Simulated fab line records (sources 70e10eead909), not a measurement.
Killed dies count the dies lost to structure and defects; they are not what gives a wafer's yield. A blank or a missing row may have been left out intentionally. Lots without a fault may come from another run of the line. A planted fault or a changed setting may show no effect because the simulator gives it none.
Chamber matching || flow nandHarc || NHARC_A_CONTACT_ETCH_49 on rieDiel-04 has 3 sister chambers
The step etches the open film in N2/H2, target depth 260 nm, time 475.3 s. 3 wafers are shown with their chamber, then 5 later ones without.

== EACH WAFER AND ITS CHAMBER ==
{"wafer": "L910.5", "chamber": 3, "showerheadPlenumPTorr (Torr)": 2.00}
{"wafer": "L912.1", "chamber": 1, "showerheadPlenumPTorr (Torr)": 2.15}
{"wafer": "L912.3", "chamber": 2, "showerheadPlenumPTorr (Torr)": 2.16}

== WAFERS WITHOUT THEIR CHAMBER ==
{"wafer": "L912.6", "showerheadPlenumPTorr (Torr)": 2.15}
{"wafer": "L913.1", "showerheadPlenumPTorr (Torr)": 2.14}
{"wafer": "L913.3", "showerheadPlenumPTorr (Torr)": 2.16}
{"wafer": "L914.2", "showerheadPlenumPTorr (Torr)": 2.16}
{"wafer": "L914.3", "showerheadPlenumPTorr (Torr)": 2.14}

== EACH ONE'S CHAMBER ==
{"wafer": "L912.6", "from the rows above": "can't be placed: 1 or 2", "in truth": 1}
{"wafer": "L913.1", "from the rows above": "can't be placed: 1 or 2", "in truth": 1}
{"wafer": "L913.3", "from the rows above": "can't be placed: 2 or 1", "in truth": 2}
{"wafer": "L914.2", "from the rows above": "can't be placed: 2 or 1", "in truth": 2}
{"wafer": "L914.3", "from the rows above": "can't be placed: 1 or 2", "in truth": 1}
Placed correctly: 0 of 5. Cannot be placed on the basis of these rows: 5; the candidates contain the true chamber in 5. 0 placed wrongly.
How it was worked out, from the rows above alone: a wafer's distance from a chamber is the root of the sum, over the readings, of the square of ((its reading less the chamber's mean) divided by the reading's scatter). The wafer belongs to the nearest chamber; if the next one is less than 2 further off, it can't be placed. Each chamber's mean is taken over the wafers shown for it. The scatter (one wafer shown for each chamber): square how far every hidden wafer sits from the nearest shown wafer, average those squares and take the square root.
